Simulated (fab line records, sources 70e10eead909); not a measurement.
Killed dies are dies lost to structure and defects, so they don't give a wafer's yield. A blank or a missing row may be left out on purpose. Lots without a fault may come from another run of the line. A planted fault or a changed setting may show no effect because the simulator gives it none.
Chamber matching | flow nand_harc | NHARC_P_CONTACT_DEP_30 on pecvd-01: 3 sister chambers
The step deposits SiNx, target thk 30 nm. 3 wafers are shown with their chamber, then 6 later ones without.

WAFERS WITH THEIR CHAMBER
wafer  | chamber | heater_power_w (W)
L322.4 | 2       | 797
L322.6 | 1       | 721
L327.6 | 0       | 705

WAFERS WITHOUT THEIR CHAMBER
wafer  | heater_power_w (W)
L329.1 | 927
L329.2 | 689
L329.6 | 936
L336.1 | 844
L336.3 | 704
L336.6 | 836

WHICH CHAMBER EACH WENT THROUGH
wafer  | from the rows above          | in truth
L329.1 | can't be placed: 2 or 1 or 0 | 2
L329.2 | can't be placed: 0 or 1 or 2 | 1
L329.6 | can't be placed: 2 or 1 or 0 | 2
L336.1 | can't be placed: 2 or 1 or 0 | 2
L336.3 | can't be placed: 0 or 1 or 2 | 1
L336.6 | can't be placed: 2 or 1 or 0 | 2
Placed correctly: 0 of 6. Can't be placed from these rows: 6 (the true chamber is among the candidates in 6). Placed wrongly: 0.
How it was worked out, from the rows above alone: a wafer's distance from a chamber is the root of the sum, over the readings, of the square of ((its reading less the chamber's mean) divided by the reading's scatter). The wafer belongs to the nearest chamber; if the next one is less than 2 further off, it can't be placed. A chamber's mean is the mean of its shown wafers. The scatter: with one shown wafer a chamber, the root of the mean of the squares of how far each hidden wafer lies from its nearest shown one.
